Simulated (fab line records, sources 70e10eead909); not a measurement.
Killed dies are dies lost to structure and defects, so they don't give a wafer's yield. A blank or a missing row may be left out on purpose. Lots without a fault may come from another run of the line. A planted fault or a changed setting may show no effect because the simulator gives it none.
Chamber matching | flow nand_harc | NHARC_P_CONTACT_STRIP_28 on rie_diel-05: 4 sister chambers
The step strips in O2. 18 wafers are shown with their chamber, then 9 later ones without.

WAFERS WITH THEIR CHAMBER
wafer  | chamber | showerhead_plenum_p_Torr (Torr) | drypump_motor_current_A (A) | oes_product_au (a.u.)
L074.1 | 0       | 3.38                            | 5.1                         | 1.006
L074.3 | 3       | 3.55                            | 5.1                         | 0.990
L074.5 | 3       | 3.55                            | 5.1                         | 0.989
L075.1 | 1       | 3.43                            | 6.0                         | 1.011
L075.3 | 2       | 3.39                            | 5.8                         | 1.007
L075.4 | 0       | 3.38                            | 5.1                         | 1.012
L077.3 | 0       | 3.38                            | 5.1                         | 1.009
L077.5 | 2       | 3.39                            | 5.8                         | 1.013
L077.6 | 3       | 3.55                            | 5.1                         | 0.998
L079.1 | 0       | 3.38                            | 5.1                         | 1.030
L079.4 | 2       | 3.39                            | 5.8                         | 1.008
L079.5 | 1       | 3.43                            | 6.0                         | 1.000
L081.3 | 0       | 3.38                            | 5.1                         | 0.993
L081.4 | 3       | 3.54                            | 5.1                         | 1.007
L081.5 | 3       | 3.55                            | 5.2                         | 1.001
L086.2 | 1       | 3.43                            | 6.0                         | 1.018
L086.5 | 3       | 3.54                            | 5.1                         | 1.000
L086.6 | 0       | 3.38                            | 5.0                         | 1.010

SIGNATURES (means of the wafers above)
reading                  | chamber 0 | chamber 1 | chamber 2 | chamber 3 | scatter within a chamber
showerhead_plenum_p_Torr | 3.3800    | 3.4300    | 3.3900    | 3.5467    | 0.00309
drypump_motor_current_A  | 5.083     | 6.000     | 5.800     | 5.117     | 0.0345
oes_product_au           | 1.01000   | 1.00967   | 1.00933   | 0.99750   | 0.009
Rule: a wafer's distance from a chamber is the root of the sum, over the readings, of the square of ((its reading less the chamber's mean) divided by the reading's scatter). The wafer belongs to the nearest chamber; if the next one is less than 2 further off, it can't be placed. The scatter: the root of (the sum of the squares of (reading less its chamber's mean) over the shown wafers, divided by (wafers less chambers)).

WAFERS WITHOUT THEIR CHAMBER
wafer  | showerhead_plenum_p_Torr (Torr) | drypump_motor_current_A (A) | oes_product_au (a.u.)
L088.3 | 3.38                            | 5.0                         | 1.011
L088.4 | 3.43                            | 6.0                         | 1.017
L088.6 | 3.54                            | 5.2                         | 1.000
L089.3 | 3.54                            | 5.2                         | 0.998
L089.4 | 3.43                            | 6.0                         | 1.017
L089.5 | 3.39                            | 5.7                         | 1.006
L091.1 | 3.38                            | 5.0                         | 0.998
L091.4 | 3.43                            | 6.0                         | 1.021
L091.6 | 3.43                            | 6.0                         | 1.017

WHICH CHAMBER EACH WENT THROUGH
wafer  | from the rows above | in truth
L088.3 | 0                   | 0
L088.4 | 1                   | 1
L088.6 | 3                   | 3
L089.3 | 3                   | 3
L089.4 | 1                   | 1
L089.5 | 2                   | 2
L091.1 | 0                   | 0
L091.4 | 1                   | 1
L091.6 | 1                   | 1
Placed correctly: 9 of 9. Can't be placed from these rows: 0. Placed wrongly: 0.
